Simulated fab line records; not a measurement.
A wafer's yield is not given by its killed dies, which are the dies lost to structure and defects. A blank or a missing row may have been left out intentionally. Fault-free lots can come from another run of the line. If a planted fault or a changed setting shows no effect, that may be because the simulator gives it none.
Split-lot experiment | flow n5Finfet | on a route of 1938 steps: 7 lots, 39 wafers read

## ABOUT THE SPLIT
At N5_BEOL_M11_PECVD_70 (deposits SiO2 from TEOS/O2, target thk 20 nm, time 22.7 s), the setting timeS was moved away from the recipe's 22.7 s on 18 of the 39 wafers read, by -45.0% to +45.6%. This setting was run at the recipe's value on the other wafers.

## FROM THE SPLIT TO THE READING: what the file shows between them, 4 steps
- N5_BEOL_M11_HM_DEP_02: deposits TiN, target thk 20 nm
- N5_BEOL_M11_COAT_59: time 60 s, resist thk 100 nm
- N5_BEOL_M11_ECD_50: material Cu, target thk 318 nm
- N5_BEOL_M11_ANNEAL_51: time 90 s

## THE READING
barrierFieldEndpointS, in s, at N5_BEOL_M11_CMP_52 (polishes, stops on SiCOH lowk, t overpolish 7 s, target thk 140 nm). A value of 29.1 s with a standard deviation of 0.89 s is what fault-free wafers of this fab line usually give.

wafer  | tool, chamber at the split | timeS as run, s | against the recipe | barrierFieldEndpointS, s | against lot-mates on the recipe
L078.1 | pecvd-02, 1                | 33.05           | +45.6%             | 39.1                     | +9.5
L078.4 | pecvd-02, 0,1,2            | 22.7            | recipe             | 30.2                     | -
L078.3 | pecvd-02, 2,0              | 33.05           | +45.6%             | 39.4                     | +9.8
L078.2 | pecvd-02, 2,0              | 33.05           | +45.6%             | 40.3                     | +10.7
L078.6 | pecvd-02, 0,1,2            | 22.7            | recipe             | 29.0                     | -
L078.5 | pecvd-02, 0,1,2            | 22.7            | recipe             | 29.7                     | -
L085.2 | pecvd-02, 0                | 22.7            | recipe             | 28.0                     | -
L085.4 | pecvd-02, 1,0,2            | 17.9            | -21.1%             | 24.4                     | -4.4
L085.3 | pecvd-02, 1                | 22.7            | recipe             | 28.6                     | -
L085.1 | pecvd-02, 2                | 22.7            | recipe             | 29.8                     | -
L085.5 | pecvd-02, 1,0,2            | 17.9            | -21.1%             | 23.3                     | -5.5
L085.6 | pecvd-02, 1,0,2            | 17.9            | -21.1%             | 24.5                     | -4.3
L084.3 | pecvd-01, 0                | 22.7            | recipe             | 29.2                     | -
L084.2 | pecvd-01, 1,0              | 22.7            | recipe             | 29.3                     | -
L084.4 | pecvd-01, 1,0              | 22.7            | recipe             | 29.0                     | -
L084.1 | pecvd-01, 2                | 32.83           | +44.6%             | 40.2                     | +11.0
L084.5 | pecvd-01, 2                | 32.83           | +44.6%             | 39.3                     | +10.1
L084.6 | pecvd-01, 1                | 32.83           | +44.6%             | 41.9                     | +12.7
L091.3 | pecvd-02, 1,0,0            | 22.7            | recipe             | 29.2                     | -
L091.4 | pecvd-02, 2,1,2            | 12.49           | -45.0%             | 18.6                     | -10.1
L091.1 | pecvd-02, 2,1,2            | 12.49           | -45.0%             | 18.1                     | -10.6
L091.2 | pecvd-02, 1,0,0            | 22.7            | recipe             | 28.3                     | -
L091.6 | pecvd-02, 1,0,0            | 22.7            | recipe             | 28.7                     | -
L091.5 | pecvd-02, 2,1,2            | 12.49           | -45.0%             | 18.6                     | -10.1
L093.4 | pecvd-04, 2                | 22.7            | recipe             | 28.7                     | -
L093.2 | pecvd-04, 2                | 22.7            | recipe             | 27.6                     | -
L093.1 | pecvd-04, 1                | 22.7            | recipe             | 28.5                     | -
L093.3 | pecvd-04, 1,2              | 28.26           | +24.5%             | 34.0                     | +5.7
L093.5 | pecvd-04, 1                | 28.26           | +24.5%             | 35.4                     | +7.1
L093.6 | pecvd-04, 1,2              | 28.26           | +24.5%             | 35.5                     | +7.2
L097.1 | pecvd-01, 1                | 22.7            | recipe             | 28.8                     | -
L097.6 | pecvd-01, 1                | 22.7            | recipe             | 29.2                     | -
L097.5 | pecvd-01, 0                | 22.7            | recipe             | 28.8                     | -
L095.2 | pecvd-02, 0                | 22.7            | recipe             | 28.2                     | -
L095.3 | pecvd-02, 1                | 22.7            | recipe             | 28.9                     | -
L095.1 | pecvd-02, 2,1              | 15.75           | -30.6%             | 23.3                     | -5.1
L095.4 | pecvd-02, 0                | 15.75           | -30.6%             | 21.4                     | -7.0
L095.5 | pecvd-02, 2                | 22.7            | recipe             | 28.1                     | -
L095.6 | pecvd-02, 2,1              | 15.75           | -30.6%             | 22.0                     | -6.4
When a row names more than one chamber, that row covers several wafers, and the file does not tell which wafer ran in which chamber.

FIT RESULTS
A straight line over all 39 wafers: barrierFieldEndpointS changes by +0.239 s for each +1% of timeS; r = +0.99; the points scatter about the line by 0.74 s.
The same after taking each lot's own level away (the mean of its wafers on the recipe; 39 wafers): +0.232 s for each +1%; r = +0.99; scatter 0.75 s.
The reading moves by 11 s for the largest change in timeS, on that fit.
From 28.27 to 29.63 s: that is the span of the lots' own levels, equal to 1.5 times the standard deviation above.
Hence the lot-to-lot level has little effect on the slope; both slopes agree.
Check: with one of the wafers moved furthest among these (+45.6%) left out of the fit, the line predicts +10.9 s for it against its lot-mates. It came out at +9.47 s against them.

## FURTHER SPLITS ON THESE WAFERS
These wafers also went through other splits before the reading. Each is held against what the fit with the lots' levels taken away leaves over:
other split on the same wafers | wafers away from the commonest value | r with barrierFieldEndpointS (lot level and that fit taken away)
N5_BEOL_M5_CVD_47 targetThkA   | 9                                    | -0.26
N5_BEOL_M8_CURE_75 timeS       | 12                                   | +0.32

## THE WHOLE CHAIN: every reading that the file lists as answering this split, in the file's order
step                 | what it does                                                       | reading                                                                          | change (the file's fit)              | r (the file's)
N5_BEOL_M11_PECVD_70 | deposits SiO2 from TEOS/O2, target thk 20 nm, time 22.7 s          | SiO2_of_BEOL_M11_PECVD_70.thkNm (the simulator's own value, which no gauge read) | +0.19 nm for each +1% of the setting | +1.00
N5_BEOL_M11_CMP_52   | polishes, stops on SiCOH lowk, t overpolish 7 s, target thk 140 nm | barrierFieldEndpointS                                                            | +0.232 s for each +1% of the setting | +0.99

## THE FILE'S OWN FIT
barrierFieldEndpointS changes by +0.232 s for each +1% of timeS, r = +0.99.
